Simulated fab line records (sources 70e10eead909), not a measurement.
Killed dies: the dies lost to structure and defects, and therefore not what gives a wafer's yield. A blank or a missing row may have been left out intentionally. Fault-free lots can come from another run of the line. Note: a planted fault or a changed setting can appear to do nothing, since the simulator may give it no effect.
The tool behind it: which one? + flow nand_harc + Sampling: 13 lots, 39 wafers, 5 of 1159 route steps

## WHAT THE GAUGES SHOWED, per wafer
NHARC_P_GATE_CD_MEAS_11: the cd target is 1640 nm. Usual: cd_nm at 1640.3 nm, with a standard deviation of 1.6.
| lot  | measured    | on        | cd_nm (nm)           | flag |
|------|-------------|-----------|----------------------|------|
| L990 | day 4 03:22 | cd_sem-02 | 1637.3 1641.5 1640.5 |      |
| L991 | day 4 16:12 | cd_sem-03 | 1641.1 1640.4 1640.1 |      |
| L992 | day 4 16:22 | cd_sem-03 | 1638.5 1640.8 1639.6 |      |
| L994 | day 5 04:58 | cd_sem-01 | 1642.0 1642.0 1642.6 |      |
| L993 | day 5 04:55 | cd_sem-02 | 1641.7 1637.4 1640.0 |      |
| L995 | day 5 20:35 | cd_sem-03 | 1637.2 1641.1 1640.8 |      |
| L996 | day 5 20:55 | cd_sem-02 | 1642.4 1642.0 1641.5 |      |
| L997 | day 5 20:45 | cd_sem-01 | 1638.3 1641.2 1640.0 |      |
| L101 | day 7 05:46 | cd_sem-02 | 1642.7 1643.1 1638.5 |      |
| L107 | day 8 13:13 | cd_sem-03 | 1642.2 1641.5 1643.1 |      |
| L108 | day 8 20:45 | cd_sem-01 | 1639.9 1641.7 1640.3 |      |
| L111 | day 9 09:26 | cd_sem-02 | 1641.1 1639.2 1641.9 |      |
| L112 | day 9 21:16 | cd_sem-02 | 1639.5 1641.7 1640.2 |      |

NHARC_P_GATE_OVL_MEAS_27. Usual: overlay_x_nm -0.1 nm, standard deviation 0.86; overlay_y_nm 0.1 nm, standard deviation 1.
| lot  | measured     | on         | overlay_x_nm (nm) | overlay_y_nm (nm) | flag |
|------|--------------|------------|-------------------|-------------------|------|
| L990 | day 4 18:50  | overlay-02 | 0.6 0.5 0.5       | -1.7 -2.5 -1.3    |      |
| L991 | day 5 08:04  | overlay-01 | -0.1 0.0 -0.8     | -0.5 -1.1 -1.2    |      |
| L992 | day 5 07:34  | overlay-01 | -0.8 0.1 -0.1     | -0.3 0.0 0.1      |      |
| L994 | day 5 19:00  | overlay-02 | 0.5 0.1 0.4       | 1.1 1.6 0.8       |      |
| L993 | day 5 18:37  | overlay-02 | 0.0 -0.3 -0.2     | 1.0 1.3 0.8       |      |
| L995 | day 6 13:34  | overlay-01 | -0.8 -0.8 -0.6    | -0.8 -0.8 -0.7    |      |
| L996 | day 6 12:51  | overlay-01 | 1.2 0.5 0.8       | -1.6 -1.2 -0.9    |      |
| L997 | day 6 12:49  | overlay-02 | 0.2 -0.1 0.0      | 0.8 0.9 0.5       |      |
| L101 | day 7 21:35  | overlay-02 | 0.9 0.6 0.3       | -1.2 -1.5 -1.7    |      |
| L107 | day 9 06:14  | overlay-02 | -0.7 -0.4 0.0     | -0.6 0.2 0.5      |      |
| L108 | day 9 12:29  | overlay-02 | 0.3 0.4 -0.1      | -0.3 -0.4 -0.5    |      |
| L111 | day 9 23:54  | overlay-02 | -1.3 -1.1 -1.2    | 0.3 -0.8 0.0      |      |
| L112 | day 10 12:00 | overlay-01 | 0.4 0.1 0.1       | 0.9 1.2 1.4       |      |

NHARC_END_SORT_01. Usual: killed_at_array 25, standard deviation 9.2; killed_at_other 0.9, standard deviation 1.3; killed_at_periphery 3.3, standard deviation 2.3; killed_dies 29, standard deviation 9.6; killed_open 3.2, standard deviation 1.8; killed_short 2, standard deviation 1.4.
| lot  | measured     | on        | killed_at_array | killed_at_other | killed_at_periphery | killed_dies | killed_open | killed_short | flag |
|------|--------------|-----------|-----------------|-----------------|---------------------|-------------|-------------|--------------|------|
| L994 | day 19 15:57 | prober-02 | 20 16 17        | 1 1 1           | 2 1 4               | 23 18 22    | 6 2 7       | 1 2 3        |      |
| L995 | day 20 19:29 | prober-01 | 15 23 24        | 0 0 0           | 1 4 4               | 16 27 28    | 2 2 1       | 0 5 1        |      |
| L101 | day 24 06:55 | prober-02 | 31 27 34        | 0 0 0           | 4 3 4               | 35 30 38    | 2 2 3       | 3 1 2        |      |
| L107 | day 26 04:32 | prober-02 | 30 31 37        | 1 0 0           | 3 4 6               | 34 35 43    | 3 4 3       | 3 1 0        |      |

## WHICH TOOL RAN EACH LOT (tool, then ch and the chambers of the sampled wafers, then the start)
| lot  | NHARC_P_STI_ETCH_42               | NHARC_P_GATE_HM_DEP_102                                       |
|------|-----------------------------------|---------------------------------------------------------------|
| L990 | rie_diel-06 ch 1,2,3, day 2 15:01 | acl_dep-01 ch 0, day 4 17:25                                  |
| L991 | rie_diel-08 ch 0,1, day 3 04:50   | acl_dep-03 ch 0, day 5 06:37                                  |
| L992 | rie_diel-06 ch 0,3, day 3 05:08   | acl_dep-01 ch 0, day 5 06:08                                  |
| L994 | rie_diel-06 ch 1,2, day 3 14:55   | acl_dep-03 ch 0, day 5 17:29                                  |
| L993 | rie_diel-08 ch 1,2, day 3 15:05   | acl_dep-02 ch 0, day 5 17:07                                  |
| L995 | rie_diel-12 ch 0,1,3, day 4 00:55 | acl_dep-01 ch 0, day 6 11:57                                  |
| L996 | rie_diel-08 ch 0,1,3, day 4 05:20 | acl_dep-03 ch 0, day 6 11:29                                  |
| L997 | rie_diel-08 ch 0,2,3, day 4 11:16 | acl_dep-02 ch 0, day 6 11:23                                  |
| L101 | rie_diel-08 ch 1,3, day 5 11:17   | acl_dep-03 ch 0, day 7 19:02 and acl_dep-01 ch 0, day 7 20:13 |
| L107 | rie_diel-12 ch 0,2,3, day 6 23:12 | acl_dep-02 ch 0, day 9 03:41 and acl_dep-03 ch 0, day 9 05:02 |
| L108 | rie_diel-08 ch 2,3, day 7 05:30   | acl_dep-01 ch 0, day 9 10:51                                  |
| L111 | rie_diel-12 ch 0,1, day 7 20:01   | acl_dep-02 ch 0, day 9 22:08                                  |
| L112 | rie_diel-06 ch 0,2,3, day 8 07:58 | acl_dep-01 ch 0, day 10 10:34                                 |
- NHARC_P_STI_ETCH_42: etches the open film in N2/H2, target depth 80 nm, overetch 24 nm, time 61 s.
- NHARC_P_GATE_HM_DEP_102: deposits aC, target thk 120 nm.

## AS READ BY THE TOOLS THEMSELVES (means over the sampled wafers that have a number; for cases with no such wafer, the mark the record gives instead)
NHARC_P_STI_ETCH_42. Usual: drypump_motor_current_A 5.9 A, standard deviation 0.56; oes_product_au 1.001 a.u., standard deviation 0.009; rf_vpp_V 430.4 V, standard deviation 2.7; showerhead_plenum_p_Torr 2.03 Torr, standard deviation 0.094; throttle_valve_pct 14.173 %, standard deviation 0.0087.
| lot  | tool        | drypump_motor_current_A (A) | oes_product_au (a.u.) | rf_vpp_V (V) | showerhead_plenum_p_Torr (Torr) | throttle_valve_pct (%) | flag |
|------|-------------|-----------------------------|-----------------------|--------------|---------------------------------|------------------------|------|
| L990 | rie_diel-06 | 5.5                         | 0.994                 | 428.3        | 1.97                            | 14.172                 |      |
| L991 | rie_diel-08 | 6.5                         | 1.004                 | 433.6        | 2.14                            | 14.169                 |      |
| L992 | rie_diel-06 | 5.7                         | 1.007                 | 431.9        | 2.09                            | 14.178                 |      |
| L994 | rie_diel-06 | 5.6                         | 0.992                 | 426.4        | 1.90                            | 14.167                 |      |
| L993 | rie_diel-08 | 6.0                         | 1.002                 | 432.7        | 2.14                            | 14.173                 |      |
| L995 | rie_diel-12 | 6.0                         | 0.999                 | 429.8        | 1.98                            | 14.171                 |      |
| L996 | rie_diel-08 | 6.2                         | 1.009                 | 432.0        | 2.07                            | 14.174                 |      |
| L997 | rie_diel-08 | 5.9                         | 1.006                 | 432.0        | 2.07                            | 14.174                 |      |
| L101 | rie_diel-08 | 5.9                         | 1.006                 | 429.4        | 2.00                            | 14.186                 |      |
| L107 | rie_diel-12 | 6.2                         | 1.005                 | 429.4        | 1.96                            | 14.177                 |      |
| L108 | rie_diel-08 | 5.6                         | 1.001                 | 431.4        | 2.06                            | 14.178                 |      |
| L111 | rie_diel-12 | 6.5                         | 1.012                 | 428.2        | 1.96                            | 14.167                 |      |
| L112 | rie_diel-06 | 5.8                         | 0.990                 | 430.4        | 2.02                            | 14.170                 |      |

NHARC_P_GATE_HM_DEP_102. Usual: throttle_valve_pct at 35.001 %, with a standard deviation of 0.0091.
| lot  | tool                  | throttle_valve_pct (%) | flag |
|------|-----------------------|------------------------|------|
| L990 | acl_dep-01            | 34.998                 |      |
| L991 | acl_dep-03            | 35.006                 |      |
| L992 | acl_dep-01            | 35.013                 |      |
| L994 | acl_dep-03            | 34.999                 |      |
| L993 | acl_dep-02            | 34.998                 |      |
| L995 | acl_dep-01            | 34.998                 |      |
| L996 | acl_dep-03            | 34.993                 |      |
| L997 | acl_dep-02            | 34.997                 |      |
| L101 | acl_dep-03/acl_dep-01 | 35.002                 |      |
| L107 | acl_dep-02/acl_dep-03 | 34.998                 |      |
| L108 | acl_dep-01            | 35.008                 |      |
| L111 | acl_dep-02            | 35.009                 |      |
| L112 | acl_dep-01            | 35.000                 |      |

## THE ANSWER, worked out from the rows above alone
Rule: a lot is off if the mean of its wafers that have a number lies more than 3 standard deviations from the usual mean. Also off: a lot with no number at a reading for which 4 or more lots have one. Where the step has rows for the other lots, those lots are counted as sound. Order of review: gauges by route order, followed by the tools' own readings, for which a lot's mean as printed above is used. At the first step where some lot is off, the reading lying furthest off is the one used; lots without a number count as furthest.
Across all readings shown, no lot is off: no conclusion can be drawn from this.

## WHAT THE SIMULATOR PUT IN
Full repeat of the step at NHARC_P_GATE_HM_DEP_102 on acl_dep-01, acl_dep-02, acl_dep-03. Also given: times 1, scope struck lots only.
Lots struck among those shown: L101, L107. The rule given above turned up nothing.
